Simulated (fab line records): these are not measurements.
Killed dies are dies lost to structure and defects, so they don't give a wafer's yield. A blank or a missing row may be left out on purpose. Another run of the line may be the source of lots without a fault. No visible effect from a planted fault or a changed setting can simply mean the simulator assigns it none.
fab line records	flow n5_finfet
record lots=11	wafers=33	last_day=18
route steps=1938 shown BEOL_M12@1648 PASSIVATION@1905
lots with no fault: from the same line, run without faults
start_h: the number of hours between the record's first day and the start of the first shown wafer of the lot	wait_h: hours elapsed since this lot's preceding step	" identical to the entry in the row above	L1.1+2: several wafers, shown together as one row	- no value present, or no start provided	* or withheld: withheld	< > ~ a bound
route shown NAME@n: NAME is a module with steps in the file, n the number in the route of the first one	usual: mean/standard deviation of fault-free wafers	same: alike in all rows	chamber/n: place in a boat	sites: per-site readings	_std_site: their standard deviation	_edge_site: the outer-site mean with the inner-site mean subtracted	radius_mm: how far each site lies from the wafer's centre	mask NAME#n: copy n	behind: tool/chamber where the wafer was last shaped	hold: cause of the lot's hold/its duration in hours/its outcome	device: whichever transistor did not switch (one of n, p or np)	end of line: tests run on the same wafers once the route is complete	where a step has no rows: the recipe by itself	killed: not the wafer's yield, but the dies lost to structure and defects at the first sort	map: a wafer's dies, marking killed ones x, the rest . and places with no die _
set.NAME: the run value of the setting; set.NAME@STEP: its run value at that earlier step	model.NAME: the simulator's own value behind a step, which no gauge read
route steps across a sampled set of lots; one table per step, one row per wafer
services: the hour from which a tool's chamber was out of use, counted from the record's first day as start_h (under 0 if before that day), plus the number of hours and why
## steps
# step N5_BEOL_M12_SPUTTER_43
# recipe material=TaN	target_thk_a=150	temp_c=50	bias_v=168.6	power_w=15000	chamber_pressure_pa=0.12	time_s=24.19
# usual throttle_valve_pct=29.9/1.3
lot.wafer	tool	chamber	start_h	wait_h	throttle_valve_pct
L225.2	pvd_sputter-03	-	241.72	0.0	30.6
L225.4	"	-	"	"	31.9
L225.5	"	-	"	"	28.0
L226.1	pvd_sputter-02	-	246.87	0.0	29.3
L226.4	"	-	"	"	29.4
L226.6	"	-	"	"	29.4
L227.1	pvd_sputter-01	-	257.91	0.0	31.3
L227.3	"	-	"	"	30.0
L227.4	"	-	"	"	31.0
L229.1	pvd_sputter-03	-	275.17	0.0	32.1
L229.5	"	-	"	"	28.3
L229.6	"	-	"	"	31.9
L230.1	pvd_sputter-03	-	286.80	0.0	28.3
L230.3	"	-	"	"	30.4
L230.4	"	-	"	"	28.0
L234.3	pvd_sputter-02	-	319.19	0.0	29.9
L234.5	"	-	"	"	29.5
L234.6	"	-	"	"	29.3
L237.3	pvd_sputter-03	-	319.52	0.0	30.5
L237.4	"	-	"	"	28.0
L237.6	"	-	"	"	30.7
L233.2	pvd_sputter-02	-	322.42	0.0	29.3
L233.5	"	-	"	"	30.7
L233.6	"	-	"	"	29.6
L232.4	pvd_sputter-01	-	325.90	0.0	31.1
L232.5	"	-	"	"	28.8
L232.6	"	-	"	"	30.1
L236.4	pvd_sputter-03	-	329.38	0.0	30.7
L236.5	"	-	"	"	28.0
L236.6	"	-	"	"	31.9
L247.1	pvd_sputter-03	-	400.18	0.0	27.9
L247.2	"	-	"	"	28.4
L247.5	"	-	"	"	28.3
# step N5_PASSIVATION_CD_MEAS_30
# recipe target_cd_nm=4000	landing_energy_ev=500	detector=se_inlens	polarity=opening
# usual cd_nm=4000.1/1.4
lot.wafer	tool	chamber	start_h	wait_h	cd_nm
L225.2	cd_sem-02	0	270.78	-	4001.5
L225.4	"	0	"	"	4000.5
L225.5	"	0	"	"	4002.6
L226.1	cd_sem-01	0	275.11	-	4004.6
L226.4	"	0	"	"	4001.7
L226.6	"	0	"	"	4001.8
L227.1	cd_sem-03	0	302.45	-	3999.3
L227.3	"	0	"	"	3998.4
L227.4	"	0	"	"	3998.7
L229.1	cd_sem-01	0	302.90	-	3998.8
L229.5	"	0	"	"	3999.5
L229.6	"	0	"	"	3999.3
L230.1	cd_sem-03	0	319.34	-	3999.8
L230.3	"	0	"	"	3999.0
L230.4	"	0	"	"	4000.3
L234.3	cd_sem-02	0	349.28	-	4001.2
L234.5	"	0	"	"	4000.4
L234.6	"	0	"	"	3998.6
L237.3	cd_sem-03	0	349.65	-	3999.6
L237.4	"	0	"	"	3998.5
L237.6	"	0	"	"	4001.7
L233.2	cd_sem-01	0	351.05	-	4000.0
L233.5	"	0	"	"	4000.2
L233.6	"	0	"	"	4000.5
L236.4	cd_sem-01	0	354.56	-	4001.4
L236.5	"	0	"	"	4002.4
L236.6	"	0	"	"	4000.2
L232.4	cd_sem-02	0	355.06	-	3998.1
L232.5	"	0	"	"	3997.0
L232.6	"	0	"	"	3999.4
L247.1	cd_sem-03	0	427.20	-	4000.0
L247.2	"	0	"	"	4001.0
L247.5	"	0	"	"	3997.8
# step N5_PASSIVATION_CD_MEAS_44
# recipe target_cd_nm=40000	landing_energy_ev=500	detector=se_inlens
# usual cd_nm=39998/3.1
lot.wafer	tool	chamber	start_h	wait_h	cd_nm
L225.2	cd_sem-01	0	272.78	-	39997
L225.4	"	0	"	"	39997
L225.5	"	0	"	"	40001
L226.1	cd_sem-02	0	276.99	-	39999
L226.4	"	0	"	"	39998
L226.6	"	0	"	"	39999
L227.1	cd_sem-01	0	304.31	-	40000
L227.3	"	0	"	"	40001
L227.4	"	0	"	"	40002
L229.1	cd_sem-02	0	304.64	-	40004
L229.5	"	0	"	"	40001
L229.6	"	0	"	"	40003
L230.1	cd_sem-02	0	321.12	-	39999
L230.3	"	0	"	"	39999
L230.4	"	0	"	"	39997
L234.3	cd_sem-02	0	351.32	-	39995
L234.5	"	0	"	"	39997
L234.6	"	0	"	"	39997
L237.3	cd_sem-02	0	351.69	-	39999
L237.4	"	0	"	"	39994
L237.6	"	0	"	"	39997
L233.2	cd_sem-03	0	352.80	-	39995
L233.5	"	0	"	"	39996
L233.6	"	0	"	"	39993
L236.4	cd_sem-03	0	356.37	-	39997
L236.5	"	0	"	"	40001
L236.6	"	0	"	"	39996
L232.4	cd_sem-03	0	357.49	-	39994
L232.5	"	0	"	"	39994
L232.6	"	0	"	"	39998
L247.1	cd_sem-02	0	428.94	-	39996
L247.2	"	0	"	"	40003
L247.5	"	0	"	"	39998
# step N5_PASSIVATION_ETCH_54
# recipe chemistry=CHF3/O2	target=SiO2	target_depth_a=8800	CHF3_flow_sccm=50	O2_flow_sccm=5	Ar_flow_sccm=200	time_s=440	mask_material=PR	pressure_mtorr=30	source_w=650	bias_w=170	ion_energy_ev=200
# usual bias_w=170.0/0.53	drypump_motor_current_A=5.7/0.41	oes_ar_750_au=0.81/0.08	oes_f_703_au=0.81/0.08	oes_o_777_au=0.81/0.08	oes_product_au=0.81/0.081	rf_vpp_V=525/3.6	showerhead_plenum_p_Torr=2.43/0.093	throttle_valve_pct=18.85/0.24
lot.wafer	tool	chamber	start_h	wait_h	bias_w	drypump_motor_current_A	oes_ar_750_au	oes_f_703_au	oes_o_777_au	oes_product_au	rf_hours_counter_h	rf_vpp_V	showerhead_plenum_p_Torr	throttle_valve_pct
L225.2	rie_diel-06	1	273.16	0.1	169.4	6.3	0.88	0.89	0.90	0.89	33	525	2.55	18.91
L225.4	"	3	"	"	169.9	6.3	0.84	0.84	0.83	0.85	67	529	2.35	18.70
L225.5	"	0	"	"	170.3	5.6	0.80	0.79	0.80	0.79	-	526	2.53	18.81
L226.1	rie_diel-02	1	277.34	0.1	171.0	5.4	0.77	0.77	0.77	0.77	131	526	2.51	19.10
L226.4	"	2	"	"	169.9	5.4	0.95	0.94	0.95	0.96	8	528	2.37	18.58
L226.6	"	3	"	"	170.1	5.7	0.72	0.72	0.73	0.72	-	522	2.38	18.65
L227.1	rie_diel-01	3	304.66	0.1	170.3	5.6	0.84	0.84	0.85	0.84	52	523	2.45	18.81
L227.3	"	0	"	"	170.1	5.0	0.94	0.94	0.93	0.93	17	529	2.55	18.48
L227.4	"	2	"	"	170.0	4.9	0.71	0.71	0.70	0.71	224	519	2.21	19.11
L229.1	rie_diel-06	2	305.00	0.1	169.6	5.9	0.67	0.67	0.66	0.66	251	523	2.38	19.11
L229.5	"	3	"	"	169.9	6.3	0.83	0.82	0.82	0.83	-	529	2.35	18.69
L229.6	"	2	"	"	169.7	5.9	0.67	0.67	0.67	0.66	-	523	2.38	19.09
L230.1	rie_diel-06	0	321.52	0.1	169.9	5.6	0.78	0.78	0.78	0.78	121	525	2.52	18.83
L230.3	"	3	"	"	169.8	6.3	0.82	0.81	0.80	0.83	86	529	2.35	18.72
L230.4	"	1	"	"	169.9	6.3	0.87	0.87	0.88	0.87	-	525	2.55	18.95
L234.3	rie_diel-06	3	351.67	0.1	170.7	6.3	0.81	0.81	0.80	0.81	99	529	2.34	18.74
L234.5	"	2	"	"	169.6	5.9	0.96	0.94	0.95	0.94	-	523	2.38	18.71
L234.6	"	1	"	"	169.5	6.3	0.85	0.85	0.86	0.85	-	525	2.54	18.97
L237.3	rie_diel-02	0	352.03	0.1	170.2	5.9	0.75	0.76	0.75	0.75	181	528	2.50	19.17
L237.4	"	1	"	"	169.7	5.4	0.75	0.75	0.75	0.74	-	524	2.50	19.15
L237.6	"	0	"	"	169.6	5.9	0.75	0.75	0.75	0.74	-	527	2.50	19.17
L233.2	rie_diel-01	3	353.15	0.1	169.3	5.6	0.82	0.81	0.81	0.82	70	524	2.45	18.84
L233.5	"	0	"	"	170.6	5.0	0.91	0.91	0.90	0.89	-	530	2.55	18.52
L233.6	"	1	"	"	169.6	5.3	0.73	0.72	0.73	0.73	-	518	2.30	19.09
L236.4	rie_diel-06	3	356.71	0.1	170.0	6.3	0.81	0.79	0.79	0.81	100	528	2.34	18.73
L236.5	"	2	"	"	170.2	5.9	0.95	0.95	0.94	0.93	-	524	2.38	18.70
L236.6	"	3	"	"	170.8	6.3	0.81	0.79	0.80	0.81	-	529	2.34	18.73
L232.4	rie_diel-06	1	358.48	0.1	169.7	6.3	0.84	0.85	0.85	0.85	63	523	2.54	18.96
L232.5	"	3	"	"	169.8	6.3	0.80	0.80	0.79	0.81	-	528	2.34	18.74
L232.6	"	0	"	"	170.7	5.6	0.77	0.77	0.77	0.77	-	525	2.52	18.86
L247.1	rie_diel-01	0	429.29	0.1	170.6	5.0	0.86	0.86	0.85	0.85	64	529	2.54	18.57
L247.2	"	3	"	"	169.9	5.5	0.80	0.79	0.78	0.79	99	522	2.44	18.89
L247.5	"	2	"	"	169.6	4.9	0.95	0.95	0.95	0.95	-	526	2.57	18.78
# step N5_PASSIVATION_PROBE_49
# usual defect_limited_yield=91.5/1.4	killed_at_M0_to_M3=32/9.8	killed_at_M4_up=13/5.3	killed_at_contacts=13/6.4	killed_at_front_end=39/10	killed_at_other=3.1/2.5	killed_dies=100/17	killed_on_rim=13/3.9	killed_open=65/13	killed_short=33/7.7	sort_bin_5_function=5.0/0.93	sort_bin_6_memory=3.2/0.69	sort_n_pass=1080/17	sort_yield_pct=91.5/1.4
# same gross_dies=1180	killed_at_back_side=0	sort_bin_4_leakage[%]=0	sort_bin_8_speed[%]=0
lot.wafer	tool	chamber	start_h	wait_h	defect_limited_yield[%]	killed_at_M0_to_M3	killed_at_M4_up	killed_at_contacts	killed_at_front_end	killed_at_other	killed_dies	killed_on_rim	killed_open	killed_short	sort_bin_5_function[%]	sort_bin_6_memory[%]	sort_n_pass	sort_yield_pct[%]
L225.2	prober-02	-	275.99	0.1	92.5	23	7	16	38	4	88	12	54	33	3.3	4.1	1092	92.5
L225.4	prober-02	-	276.09	0.2	90.4	34	8	21	49	1	113	18	81	32	5.3	3.9	1067	90.4
L225.5	prober-02	-	276.14	0.2	90.7	33	5	20	49	3	110	13	80	29	6.3	2.9	1070	90.7
L226.1	prober-01	-	280.12	0.0	91.3	30	14	19	37	3	103	12	74	27	5.4	3.0	1077	91.3
L226.4	prober-01	-	280.27	0.2	91.6	34	12	18	34	1	99	13	67	32	4.9	3.3	1081	91.6
L226.6	prober-01	-	280.37	0.3	90.8	47	13	13	33	3	109	14	73	36	5.0	3.8	1071	90.8
L227.1	prober-02	-	307.44	0.0	91.2	40	15	12	36	1	104	17	70	33	5.1	3.4	1076	91.2
L227.3	prober-02	-	307.54	0.1	89.9	37	22	8	49	3	119	19	72	42	6.0	3.2	1061	89.9
L227.4	prober-02	-	307.59	0.2	91.6	28	12	18	32	9	99	14	67	31	4.3	3.7	1081	91.6
L229.1	prober-01	-	307.78	0.0	91.3	45	3	5	47	3	103	16	67	35	5.1	3.3	1077	91.3
L229.5	prober-01	-	307.98	0.2	93.6	20	14	5	34	3	76	13	51	24	3.6	2.6	1104	93.6
L229.6	prober-01	-	308.03	0.3	90.9	21	13	9	59	5	107	15	60	44	5.2	3.2	1073	90.9
L230.1	prober-01	-	324.31	0.0	91.6	34	13	14	34	4	99	11	59	39	4.8	3.1	1081	91.6
L230.3	prober-01	-	324.41	0.1	91.4	34	11	14	40	2	101	13	63	36	5.4	3.1	1079	91.4
L230.4	prober-01	-	324.46	0.2	91.4	36	20	8	37	1	102	12	64	37	5.0	3.4	1078	91.4
L234.3	prober-01	-	355.37	0.9	89.8	48	20	14	36	2	120	19	87	33	6.7	3.4	1060	89.8
L234.5	prober-01	-	355.47	1.0	91.0	31	17	16	35	7	106	14	83	23	4.9	4.0	1074	91.0
L234.6	prober-01	-	355.52	1.1	90.0	32	22	11	52	1	118	13	70	47	5.3	4.2	1062	90.0
L233.2	prober-01	-	356.47	0.1	92.8	19	15	10	36	5	85	10	60	23	4.3	2.6	1095	92.8
L233.5	prober-01	-	356.62	0.2	90.9	34	25	5	41	2	107	13	58	48	5.4	3.2	1073	90.9
L233.6	prober-01	-	356.67	0.3	91.8	36	18	10	32	1	97	13	55	41	4.3	3.7	1083	91.8
L237.3	prober-02	-	356.52	0.1	92.9	27	6	8	35	8	84	12	56	28	3.6	3.2	1096	92.9
L237.4	prober-02	-	356.57	0.2	91.3	37	12	11	34	9	103	13	65	38	5.3	3.3	1077	91.3
L237.6	prober-02	-	356.67	0.3	92.4	36	11	14	23	6	90	8	52	37	4.7	2.6	1090	92.4
L236.4	prober-02	-	360.07	0.2	90.5	20	16	16	56	4	112	16	65	47	5.6	3.1	1068	90.5
L236.5	prober-02	-	360.12	0.2	93.3	23	5	16	33	2	79	12	55	24	3.9	2.6	1101	93.3
L236.6	prober-02	-	360.17	0.3	91.8	31	9	6	49	2	97	16	69	27	4.5	3.6	1083	91.8
L232.4	prober-01	-	361.41	0.2	90.3	43	14	20	36	1	114	9	72	41	6.1	3.3	1066	90.3
L232.5	prober-01	-	361.46	0.2	88.1	35	14	38	52	1	140	21	105	34	7.7	3.6	1040	88.1
L232.6	prober-01	-	361.51	0.3	90.4	30	12	27	43	1	113	16	82	31	6.2	2.8	1067	90.4
L247.1	prober-02	-	432.07	0.0	91.4	39	10	15	35	2	101	11	62	39	5.3	3.0	1079	91.4
L247.2	prober-02	-	432.12	0.1	88.0	24	74	4	40	0	142	26	61	19	6.5	3.4	1038	88.0
L247.5	prober-02	-	432.27	0.2	85.7	42	76	8	42	1	169	32	66	35	8.2	4.2	1011	85.7
# killed by level:class
L225.2 MOL_CONTACT_COAG:geometric_particle:open=11 FIN_SAQP:geometric_particle:open=10 GATE_CUT:geometric_particle:short=7 BEOL_M3:geometric_particle:open=6 MOL_CONTACT_COAG:geometric_particle:short=5 BEOL_M0_SAQP:geometric_particle:short=4 ILD0:geometric_particle:short=3 BEOL_M0_SAQP:geometric_particle:open=3
L225.4 MOL_CONTACT_COAG:geometric_particle:open=19 BEOL_M2:geometric_particle:open=13 STI_FIN_REVEAL:geometric_particle:open=11 FIN_SAQP:geometric_particle:open=9 FIN_SAQP:geometric_particle:short=9 STI_FIN_REVEAL:geometric_particle:short=8 BEOL_M0_SAQP:geometric_particle:open=6 GATE_CUT:geometric_particle:short=4
L225.5 MOL_CONTACT_COAG:geometric_particle:open=19 BEOL_M2:geometric_particle:open=9 STI_FIN_REVEAL:geometric_particle:open=8 GATE_CUT:geometric_particle:open=8 FIN_SAQP:geometric_particle:open=6 FIN_SAQP:geometric_particle:short=5 STI_FIN_REVEAL:geometric_particle:short=5 BEOL_M0_SAQP:geometric_particle:open=5
L226.1 STI_FIN_REVEAL:geometric_particle:open=18 MOL_CONTACT_COAG:geometric_particle:open=13 BEOL_M0:geometric_particle:open=9 GATE_CUT:geometric_particle:short=5 BEOL_M0_SAQP:geometric_particle:open=5 BEOL_M2:geometric_particle:open=5 BEOL_M4:geometric_particle:open=5 MOL_CONTACT_COAG:geometric_particle:short=4
L226.4 MOL_CONTACT_COAG:geometric_particle:open=12 BEOL_M1:geometric_particle:open=10 FIN_SAQP:geometric_particle:open=6 STI_FIN_REVEAL:geometric_particle:open=6 MOL_CONTACT_COAG:geometric_particle:short=6 GATE_CUT:geometric_particle:short=5 BEOL_M0_SAQP:geometric_particle:short=5 BEOL_M2:geometric_particle:open=5
L226.6 BEOL_M0_SAQP:geometric_particle:open=12 MOL_CONTACT_COAG:geometric_particle:open=11 BEOL_M0_SAQP:geometric_particle:short=10 BEOL_M2:geometric_particle:open=9 STI_FIN_REVEAL:geometric_particle:open=6 BEOL_M0:geometric_particle:open=6 GATE_CUT:geometric_particle:short=5 FIN_SAQP:geometric_particle:open=4
L227.1 MOL_CONTACT_COAG:geometric_particle:open=11 STI_FIN_REVEAL:geometric_particle:open=8 DUMMY_GATE:geometric_particle:open=8 BEOL_M0_SAQP:geometric_particle:short=8 BEOL_M1:geometric_particle:open=8 BEOL_M0_SAQP:geometric_particle:open=7 BEOL_M4:geometric_particle:open=7 BEOL_M2:geometric_particle:open=6
L227.3 BEOL_M4:geometric_particle:open=12 STI_FIN_REVEAL:geometric_particle:open=11 DUMMY_GATE:geometric_particle:open=11 BEOL_M0_SAQP:geometric_particle:short=10 FIN_SAQP:geometric_particle:open=9 MOL_CONTACT_COAG:geometric_particle:open=8 BEOL_M2:geometric_particle:short=7 BEOL_M0_SAQP:geometric_particle:open=6
L227.4 MOL_CONTACT_COAG:geometric_particle:open=14 BEOL_M2:geometric_particle:open=8 BEOL_M0_SAQP:geometric_particle:open=7 FIN_SAQP:geometric_particle:open=6 FIN_SAQP:geometric_particle:short=6 PASS1_CAP:geometric_particle:open=6 BEOL_M0_SAQP:geometric_particle:short=6 BEOL_M4:geometric_particle:open=6
L229.1 FIN_SAQP:geometric_particle:open=22 BEOL_M2:geometric_particle:open=13 FIN_SAQP:geometric_particle:short=10 BEOL_M0_SAQP:geometric_particle:short=9 BEOL_M1:geometric_particle:open=7 BEOL_M0_SAQP:geometric_particle:open=6 BEOL_M3:geometric_particle:open=6 MOL_CONTACT_COAG:geometric_particle:open=3
L229.5 FIN_SAQP:geometric_particle:open=7 DUMMY_GATE:geometric_particle:open=6 BEOL_M0_SAQP:geometric_particle:open=6 FIN_SAQP:geometric_particle:short=5 MOL_CONTACT_COAG:geometric_particle:open=4 BEOL_M0_SAQP:geometric_particle:short=3 STI_FIN_REVEAL:geometric_particle:open=3 GATE_CUT:geometric_particle:short=3
L229.6 FIN_SAQP:geometric_particle:open=18 FIN_SAQP:geometric_particle:short=12 STI_FIN_REVEAL:geometric_particle:open=8 MOL_CONTACT_COAG:geometric_particle:open=8 BEOL_M3:geometric_particle:open=6 BEOL_M2:geometric_particle:short=5 GATE_CUT:geometric_particle:short=5 BEOL_M4:geometric_particle:open=4
L230.1 BEOL_M0_SAQP:geometric_particle:short=12 STI_FIN_REVEAL:geometric_particle:open=11 MOL_CONTACT_COAG:geometric_particle:open=9 FIN_SAQP:geometric_particle:open=8 BEOL_M2:geometric_particle:open=6 BEOL_M4:geometric_particle:open=6 FIN_SAQP:geometric_particle:short=5 MOL_CONTACT_COAG:geometric_particle:short=5
L230.3 STI_FIN_REVEAL:geometric_particle:open=11 FIN_SAQP:geometric_particle:short=10 MOL_CONTACT_COAG:geometric_particle:open=10 BEOL_M0_SAQP:geometric_particle:open=9 BEOL_M0_SAQP:geometric_particle:short=8 BEOL_M2:geometric_particle:open=5 FIN_SAQP:geometric_particle:open=4 DUMMY_GATE:geometric_particle:open=4
L230.4 STI_FIN_REVEAL:geometric_particle:open=10 BEOL_M0_SAQP:geometric_particle:short=10 BEOL_M0_SAQP:geometric_particle:open=9 DUMMY_GATE:geometric_particle:open=8 BEOL_M4:geometric_particle:short=7 MOL_CONTACT_COAG:geometric_particle:open=7 FIN_SAQP:geometric_particle:short=5 BEOL_M4:geometric_particle:open=5
L234.3 BEOL_M3:geometric_particle:open=14 MOL_CONTACT_COAG:geometric_particle:open=13 BEOL_M2:geometric_particle:open=12 FIN_SAQP:geometric_particle:short=8 BEOL_M0_SAQP:geometric_particle:open=8 BEOL_M0_SAQP:geometric_particle:short=7 FIN_SAQP:geometric_particle:open=7 STI_FIN_REVEAL:geometric_particle:open=7
L234.5 FIN_SAQP:geometric_particle:open=13 MOL_CONTACT_COAG:geometric_particle:open=13 BEOL_M3:geometric_particle:open=12 BEOL_M4:geometric_particle:open=11 BEOL_M0_SAQP:geometric_particle:open=7 STI_FIN_REVEAL:geometric_particle:open=6 BEOL_M2:geometric_particle:open=5 BEOL_M0_SAQP:geometric_particle:short=4
L234.6 FIN_SAQP:geometric_particle:short=14 FIN_SAQP:geometric_particle:open=14 BEOL_M2:geometric_particle:open=13 MOL_CONTACT_COAG:geometric_particle:open=9 BEOL_M4:geometric_particle:open=7 STI_FIN_REVEAL:geometric_particle:open=6 BEOL_M0_SAQP:geometric_particle:short=6 BEOL_M3:geometric_particle:open=6
L233.2 STI_FIN_REVEAL:geometric_particle:open=12 MOL_CONTACT_COAG:geometric_particle:open=7 BEOL_M3:geometric_particle:open=6 BEOL_M4:geometric_particle:open=6 FIN_SAQP:geometric_particle:open=5 BEOL_M0_SAQP:geometric_particle:open=5 FIN_SAQP:geometric_particle:short=4 BEOL_M2:geometric_particle:open=4
L237.3 FIN_SAQP:geometric_particle:open=8 BEOL_M0_SAQP:geometric_particle:open=8 BEOL_M2:geometric_particle:open=7 MOL_CONTACT_COAG:geometric_particle:open=6 DUMMY_GATE:geometric_particle:open=4 BEOL_M0_SAQP:geometric_particle:short=4 BEOL_M3:geometric_particle:open=4 STARTING-WAFER:geometric_particle:short=4
L237.4 BEOL_M0_SAQP:geometric_particle:short=11 FIN_SAQP:geometric_particle:short=10 MOL_CONTACT_COAG:geometric_particle:open=9 BEOL_M0_SAQP:geometric_particle:open=7 FIN_SAQP:geometric_particle:open=5 BEOL_M3:geometric_particle:open=5 DUMMY_GATE:geometric_particle:open=4 ILD0:geometric_particle:open=4
L233.5 BEOL_M3:geometric_particle:open=11 BEOL_M0_SAQP:geometric_particle:short=8 BEOL_M0_SAQP:geometric_particle:open=8 STI_FIN_REVEAL:geometric_particle:open=7 BEOL_M4:geometric_particle:short=7 BEOL_M4:geometric_particle:open=7 FIN_SAQP:geometric_particle:open=6 ILD0:geometric_particle:short=6
L237.6 BEOL_M0_SAQP:geometric_particle:short=13 MOL_CONTACT_COAG:geometric_particle:open=8 BEOL_M1:geometric_particle:open=8 BEOL_M4:geometric_particle:open=6 FIN_SAQP:geometric_particle:short=5 MOL_CONTACT_COAG:geometric_particle:short=5 BEOL_M0_SAQP:geometric_particle:open=5 STI_FIN_REVEAL:geometric_particle:open=4
L233.6 BEOL_M4:geometric_particle:open=11 BEOL_M0_SAQP:geometric_particle:short=10 BEOL_M2:geometric_particle:open=10 MOL_CONTACT_COAG:geometric_particle:open=8 FIN_CUT:geometric_particle:short=6 GATE_CUT:geometric_particle:short=6 BEOL_M0_SAQP:geometric_particle:open=6 STI_FIN_REVEAL:geometric_particle:open=5
L236.4 FIN_SAQP:geometric_particle:short=12 MOL_CONTACT_COAG:geometric_particle:open=10 FIN_SAQP:geometric_particle:open=9 STI_FIN_REVEAL:geometric_particle:open=9 GATE_CUT:geometric_particle:short=7 MOL_CONTACT_COAG:geometric_particle:short=6 BEOL_M3:geometric_particle:short=5 BEOL_M4:geometric_particle:open=5
L236.5 MOL_CONTACT_COAG:geometric_particle:open=13 STI_FIN_REVEAL:geometric_particle:open=8 BEOL_M0_SAQP:geometric_particle:short=8 FIN_SAQP:geometric_particle:open=7 BEOL_M0_SAQP:geometric_particle:open=5 BEOL_M2:geometric_particle:open=4 DUMMY_GATE:geometric_particle:open=3 GATE_CUT:geometric_particle:short=3
L236.6 FIN_SAQP:geometric_particle:open=14 FIN_SAQP:geometric_particle:short=9 BEOL_M3:geometric_particle:open=9 STI_FIN_REVEAL:geometric_particle:open=8 BEOL_M0_SAQP:geometric_particle:short=7 MOL_CONTACT_COAG:geometric_particle:open=6 DUMMY_GATE:geometric_particle:open=5 GATE_CUT:geometric_particle:short=5
L232.4 MOL_CONTACT_COAG:geometric_particle:open=15 BEOL_M2:geometric_particle:open=14 FIN_SAQP:geometric_particle:short=9 BEOL_M0_SAQP:geometric_particle:open=8 BEOL_M0_SAQP:geometric_particle:short=7 FIN_SAQP:geometric_particle:open=6 STI_FIN_REVEAL:geometric_particle:open=6 MOL_CONTACT_COAG:geometric_particle:short=5
L232.5 MOL_CONTACT_COAG:geometric_particle:open=32 STI_FIN_REVEAL:geometric_particle:open=14 FIN_SAQP:geometric_particle:open=12 BEOL_M2:geometric_particle:open=11 BEOL_M3:geometric_particle:open=10 FIN_SAQP:geometric_particle:short=9 MOL_CONTACT_COAG:geometric_particle:short=6 GATE_CUT:geometric_particle:open=4
L232.6 MOL_CONTACT_COAG:geometric_particle:open=23 STI_FIN_REVEAL:geometric_particle:open=11 FIN_SAQP:geometric_particle:open=9 BEOL_M3:geometric_particle:open=7 BEOL_M6:geometric_particle:open=7 GATE_CUT:geometric_particle:short=6 BEOL_M0_SAQP:geometric_particle:short=6 BEOL_M2:geometric_particle:short=5
L247.1 BEOL_M0_SAQP:geometric_particle:short=14 FIN_SAQP:geometric_particle:open=10 MOL_CONTACT_COAG:geometric_particle:open=10 BEOL_M1:geometric_particle:open=7 DUMMY_GATE:geometric_particle:open=6 MOL_CONTACT_COAG:geometric_particle:short=5 BEOL_M2:geometric_particle:open=5 BEOL_M4:geometric_particle:open=5
L247.2 BEOL_M12:unspecified=62 FIN_SAQP:geometric_particle:open=15 BEOL_M0_SAQP:geometric_particle:open=10 BEOL_M4:geometric_particle:open=8 STI_FIN_REVEAL:geometric_particle:open=4 GATE_CUT:geometric_particle:short=4 MOL_CONTACT_COAG:geometric_particle:open=4 BEOL_M1:geometric_particle:open=4
L247.5 BEOL_M12:unspecified=68 FIN_SAQP:geometric_particle:open=15 BEOL_M0_SAQP:geometric_particle:short=13 BEOL_M0_SAQP:geometric_particle:open=11 MOL_CONTACT_COAG:geometric_particle:open=8 FIN_SAQP:geometric_particle:short=7 BEOL_M1:geometric_particle:open=7 STARTING-WAFER:geometric_particle:short=5
## services
tool	chamber	start_h	hours	kind
rie_diel-01	0	237.25	-	clean
rie_diel-01	0	237.25	-	consumable_replace:focus_ring
rie_diel-01	0	237.25	-	consumable_replace:showerhead
rie_diel-02	2	237.85	-	clean
rie_diel-02	2	237.85	-	consumable_replace:focus_ring
rie_diel-02	2	237.85	13.9	scheduled_down
rie_diel-02	2	237.85	13.9	vent_cycle
rie_diel-06	0	243.05	2.5	repair
rie_diel-02	0	263.26	1.9	repair
rie_diel-06	1	298.54	10.2	repair
rie_diel-06	2	308.72	-	clean
rie_diel-06	2	308.72	-	consumable_replace:focus_ring
rie_diel-06	2	308.72	27.9	scheduled_down
rie_diel-06	2	308.72	27.9	vent_cycle
rie_diel-06	0	323.67	8.7	repair
rie_diel-06	-	346.62	0.7	repair
rie_diel-02	0	369.51	5.4	repair
rie_diel-06	1	370.57	4.1	repair
rie_diel-01	2	372.33	-	clean
rie_diel-01	2	372.33	-	consumable_replace:focus_ring
rie_diel-01	2	372.33	-	consumable_replace:showerhead
rie_diel-01	2	372.33	19.3	scheduled_down
rie_diel-01	2	372.33	19.3	vent_cycle
rie_diel-02	0	427.54	3.9	repair
## key
first_sign step=N5_PASSIVATION_PROBE_49	reading=killed_at_M4_up	direction=up	sigmas=12	usual=13	struck=75
effect step=N5_PASSIVATION_PROBE_49	reading=defect_limited_yield	direction=down	sigmas=3.3	usual=91.5	struck=86.8
more_kills_born_at N5_BEOL_M12_SPUTTER_43@pvd_sputter-03=130
met_at N5_BEOL_M12_SPUTTER_43
struck_lots L247
struck_wafers L247.2,L247.5
not_acting_at N5_PASSIVATION_CD_MEAS_30,N5_PASSIVATION_CD_MEAS_44,N5_PASSIVATION_ETCH_54
onset_between 286.80 400.18
fault kind=chamber_particle_source	tool=pvd_sputter-03	chamber=-	onset_h=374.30	steps=N5_BEOL_M12_SPUTTER_43	rate_per_visit_cm2=1.1469	end_h=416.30	scope=struck_wafers_only
